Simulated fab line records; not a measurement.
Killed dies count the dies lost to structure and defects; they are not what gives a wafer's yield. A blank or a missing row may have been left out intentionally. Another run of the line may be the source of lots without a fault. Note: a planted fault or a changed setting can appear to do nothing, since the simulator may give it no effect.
A lot that was struck, set against a sound lot    flow nand_harc    38 steps out of a route of 1302
Sound: the wafers L711.1, L711.2, L711.6. Struck: wafer L723.3. Last of all comes the cause.
At each step with rows: each side's tool, then ch and its chambers, then its first start. Under that, the readings that differ: sound wafers    struck wafers    difference of the means    sigmas: that difference in standard deviations of wafers without a fault.
alike: a reading whose means differ by less than 2 such deviations, as well as words and numbers matching on both sides. not compared: withheld readings; readings where some wafer has no value; bounds like >300 that might hide an equal value; numbers whose values overlap and for which the record gives no deviation.
A row with sigmas, a row that says differs or no value, or rows on one side alone: a step with any of these is where the two part. Numbers that have no deviation but don't overlap get no sigmas and don't part them. A reading that every wafer of one side lacks parts them only if that side has two wafers or more.

first, 3 steps without rows for these wafers: NHARC_A_STAIRCASE_PEB_308 (peb time 130 s); NHARC_A_STAIRCASE_DEVELOP_309 (time 140 s); NHARC_A_STAIRCASE_HARDBAKE_311 (time 140 s).
NHARC_A_STAIRCASE_DESCUM_312: chemistry O2, time 3 s.
  sound on rie_diel-06 ch 0,2, day 21 13:27; struck on rie_diel-04 ch 3, day 26 01:31
  alike: drypump_motor_current_A, oes_product_au, rf_vpp_V, showerhead_plenum_p_Torr, throttle_valve_pct
  not compared: rf_hours_counter_h
then, 7 steps without rows for these wafers: NHARC_A_STAIRCASE_ETCH_313 (etches the open film in CF4/CHF3); NHARC_A_STAIRCASE_HM_OPEN_463 (chemistry O2/COS); NHARC_A_STAIRCASE_STRIP_464 (strips in O2/COS); NHARC_A_STAIRCASE_ETCH_453 (etches the open film in CF4/O2, target depth 30 nm, overetch 3 nm, time 16.5 s); NHARC_A_STAIRCASE_ETCH_315 (etches the open film in C4F8/O2/Ar, target depth 2500 nm, time 607.1 s); NHARC_A_STAIRCASE_STRIP_316 (strips in O2); NHARC_A_STAIRCASE_STRIP_317 (strips in SPM, time 900 s).
NHARC_A_STAIRCASE_PRECLEAN_318: cleans in SC1.
  sound on wet_bench-02 ch 1,2,6, day 21 14:50; struck on wet_bench-06 ch 5, day 26 02:56
  alike: nh4oh_flow_mL_min
following that, these wafers have no rows for 1 step: NHARC_A_STAIRCASE_SRD_329.
NHARC_A_STAIRCASE_ALD_415: deposits SiO2, target thk 30 nm, pulse time 6 s, ald cycles 300.
  sound on ald_hk-03 ch 0,1,3, day 21 15:18; struck on ald_hk-01 ch 1, day 26 03:52
  alike: heater_power_w, precursor_pulse_height_rel
NHARC_A_STAIRCASE_ETCHBACK_416: etches the open film in C4F8/O2/Ar, target depth 36 nm, time 7.2 s.
  sound on rie_diel-01 ch 0,2,3; struck on rie_diel-06 ch 0
  alike: oes_product_au, rf_vpp_V
  not compared: rf_hours_counter_h
then, 7 steps without rows for these wafers: NHARC_A_STAIRCASE_STRIP_476 (strips in O2, time 20 s); NHARC_A_STAIRCASE_DEP_417 (deposits Si3N4, target thk 60 nm); NHARC_A_STAIRCASE_WET_418 (chemistry H3PO4, target depth 20 nm); NHARC_A_STAIRCASE_PRECLEAN_419 (cleans in SC1); NHARC_A_STAIRCASE_SRD_421; NHARC_A_STAIRCASE_ALD_420 (deposits SiO2, target thk 20 nm, pulse time 6 s, ald cycles 200); NHARC_A_STAIRCASE_CVD_552 (deposits SiNx, target thk 40 nm).
NHARC_A_STAIRCASE_DEP_151: deposits SiO2, target thk 7200 nm.
  sound on pecvd-02 ch 0,1, day 22 04:26; struck on pecvd-01 ch 1, day 26 16:42
  alike: heater_power_w, mfc_precursor_sccm
then, 1 step without rows for these wafers: NHARC_A_STAIRCASE_ANNEAL_320 (time 1800 s).
NHARC_A_STAIRCASE_DEP_322: deposits SiO2, target thk 7200 nm.
  sound on pecvd-01 ch 0,2, day 22 12:25; struck on pecvd-01 ch 1, day 27 01:06
reading                    sound              struck  difference  sigmas
mfc_precursor_sccm (sccm)  199.7 199.5 199.5  201.0   +1.4        +2
  alike: heater_power_w
then, 11 steps without rows for these wafers: NHARC_A_STAIRCASE_ANNEAL_323 (time 1800 s); NHARC_A_STAIRCASE_DEP_325 (deposits SiO2, target thk 7200 nm); NHARC_A_STAIRCASE_ANNEAL_326 (time 1800 s); NHARC_A_STAIRCASE_DEHYDRATE_433 (time 120 s); NHARC_A_STAIRCASE_HMDS_434 (time 30 s); NHARC_A_STAIRCASE_COAT_435; NHARC_A_STAIRCASE_SOFTBAKE_436 (time 170 s); NHARC_A_STAIRCASE_EBR_437; NHARC_A_STAIRCASE_EXPOSE_438 (exposes mask STAIR REV); NHARC_A_STAIRCASE_PEB_439 (peb time 130 s); NHARC_A_STAIRCASE_DEVELOP_440 (time 140 s).
NHARC_A_SGD_CUT_DEP_00: deposits SiNx, target thk 50 nm.
  sound on pecvd-03 ch 0,1,2, day 23 11:33; struck on pecvd-01 ch 0, day 28 05:04
reading  sound  struck                    difference                    sigmas
hold     - - -  await_dispo/2.7h/release  no value on the sound wafers  
  alike: heater_power_w
-- break in the record here, with 6 days between the starts of the struck wafers on either side (left off in module A_SGD_CUT, picked up again in module END, where the first step shown is number 1302 on the route) --
NHARC_END_SORT_01:
  the record has rows for the struck wafers here (prober-01 ch 0, day 34 11:38) and none for the sound ones

== WHERE THEY PART ==
Last at NHARC_END_SORT_01 as far as this record goes, first at NHARC_A_STAIRCASE_DEP_322.

WHY: whatever the simulator had introduced
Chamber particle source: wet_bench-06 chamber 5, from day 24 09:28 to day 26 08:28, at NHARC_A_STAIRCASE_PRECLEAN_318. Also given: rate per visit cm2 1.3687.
